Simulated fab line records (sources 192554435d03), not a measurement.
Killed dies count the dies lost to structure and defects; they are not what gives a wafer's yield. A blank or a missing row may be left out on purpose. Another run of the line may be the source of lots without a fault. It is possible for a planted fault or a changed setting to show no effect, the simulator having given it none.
Chamber matching -- flow n5 finfet -- N5_DUMMY_GATE_ETCH_29 on rie diel-02: 4 sister chambers
The step etches underlayer in N2/H2, target depth 13 nm. 8 wafers are shown with their chamber, then 9 later ones without.

## WAFERS PAIRED WITH THEIR CHAMBERS
wafer,chamber,showerhead plenum p Torr (Torr),throttle valve pct (%)
L743.1,2,2.52,18.24
L745.6,3,2.73,17.76
L747.2,0,2.53,18.03
L747.5,2,2.51,18.27
L747.6,1,2.67,18.27
L752.1,3,2.73,17.79
L752.3,0,2.53,18.04
L752.5,1,2.66,18.28

## WAFERS WHOSE CHAMBER IS MISSING
wafer,showerhead plenum p Torr (Torr),throttle valve pct (%)
L753.2,2.66,18.30
L753.3,2.51,18.30
L753.6,2.53,18.05
L758.1,2.66,18.31
L758.4,2.53,18.04
L758.5,2.72,17.81
L760.1,2.72,17.80
L760.3,2.52,18.07
L760.4,2.66,18.32

## CHAMBER TAKEN BY EACH
wafer,from the rows above,in truth
L753.2,1,1
L753.3,2,2
L753.6,0,0
L758.1,1,1
L758.4,0,0
L758.5,3,3
L760.1,3,3
L760.3,0,0
L760.4,1,1
Correctly placed: 9 of 9. Number that these rows cannot place: 0. Placed wrongly: 0.
How it was worked out, from the rows above alone: a wafer's distance from a chamber is the root of the sum, over the readings, of the square of ((its reading less the chamber's mean) divided by the reading's scatter). If the next closest chamber is less than 2 further off than the closest, the wafer can't be placed; otherwise it belongs to the closest. Each chamber's mean is taken over the wafers shown for it. How the scatter is found: for the shown wafers, subtract from each reading the mean of its chamber, square and add these, divide the total by (wafers less chambers), then take the root.
